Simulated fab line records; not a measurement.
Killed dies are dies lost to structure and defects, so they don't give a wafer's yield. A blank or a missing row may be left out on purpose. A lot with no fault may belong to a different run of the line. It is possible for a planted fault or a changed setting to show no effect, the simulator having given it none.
Matching of chambers | flow nand harc | 4 sister chambers for NHARC_A_WL_FILL_ETCHBACK_26 on rie si-03
The step etches the open film in HBr, target depth 52 nm, time 13.3 s. 4 wafers are shown with their chamber, then 8 later ones without.

EACH WAFER AND ITS CHAMBER
wafer  | chamber | drypump motor current A (A)
L084.5 | 1       | 5.0
L091.3 | 2       | 5.6
L091.4 | 0       | 5.9
L093.1 | 3       | 5.5

WAFERS WITHOUT THEIR CHAMBER
wafer  | drypump motor current A (A)
L093.3 | 5.9
L093.6 | 6.0
L095.1 | 5.1
L095.2 | 5.6
L095.4 | 5.6
L097.1 | 5.1
L097.4 | 5.6
L097.6 | 5.6

CHAMBER TAKEN BY EACH
wafer  | from the rows above     | in truth
L093.3 | 0                       | 0
L093.6 | 0                       | 0
L095.1 | 1                       | 1
L095.2 | can't be placed: 2 or 3 | 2
L095.4 | can't be placed: 2 or 3 | 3
L097.1 | 1                       | 1
L097.4 | can't be placed: 2 or 3 | 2
L097.6 | can't be placed: 2 or 3 | 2
4 of 8 placed correctly. Not placeable from these rows: 4 (in 4, the candidates include the true chamber). Placed wrongly: 0.
How it was worked out, from the rows above alone: a wafer's distance from a chamber is the root of the sum, over the readings, of the square of ((its reading less the chamber's mean) divided by the reading's scatter). The wafer belongs to the nearest chamber; if the next one is less than 2 further off, it can't be placed. A chamber's mean is the mean of its shown wafers. The scatter: root of mean squared gap, hidden wafer to nearest shown wafer, with one shown wafer a chamber.
